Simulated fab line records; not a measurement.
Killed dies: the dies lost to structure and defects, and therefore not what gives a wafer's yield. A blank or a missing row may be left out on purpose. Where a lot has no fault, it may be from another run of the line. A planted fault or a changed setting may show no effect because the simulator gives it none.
Chamber matching | flow n5-finfet | N5_BEOL_M11_CURE_71 on uv-cure-02 has 3 sister chambers
The step cures SiCOH lowk, time 240 s. 3 wafers are shown with their chamber, then 8 later ones without.

== EACH WAFER AND ITS CHAMBER ==
wafer  | chamber | wafer_temp_C_max
L081.6 | 1       | 386.6
L084.6 | 2       | 387.3
L093.3 | 0       | 386.5

== WAFERS WITHOUT THEIR CHAMBER ==
wafer  | wafer_temp_C_max
L093.5 | 385.9
L093.6 | 386.4
L094.1 | 386.6
L094.3 | 386.3
L094.5 | 386.0
L095.3 | 386.5
L095.4 | 386.4
L095.5 | 386.6

== EACH ONE'S CHAMBER ==
wafer  | from the rows above     | in truth
L093.5 | can't be placed: 0 or 1 | 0
L093.6 | can't be placed: 0 or 1 | 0
L094.1 | can't be placed: 1 or 0 | 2
L094.3 | can't be placed: 0 or 1 | 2
L094.5 | can't be placed: 0 or 1 | 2
L095.3 | can't be placed: 0 or 1 | 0
L095.4 | can't be placed: 0 or 1 | 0
L095.5 | can't be placed: 1 or 0 | 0
Placed correctly: 0 of 8. Can't be placed from these rows: 8 (the true chamber is among the candidates in 5). Number placed wrongly: 0.
How it was worked out, from the rows above alone: a wafer's distance from a chamber is the root of the sum, over the readings, of the square of ((its reading less the chamber's mean) divided by the reading's scatter). If the next closest chamber is less than 2 further off than the closest, the wafer can't be placed; otherwise it belongs to the closest. For every chamber, the mean is computed from those of its wafers that are shown. The scatter: root of mean squared gap, hidden wafer to nearest shown wafer, with one shown wafer a chamber.
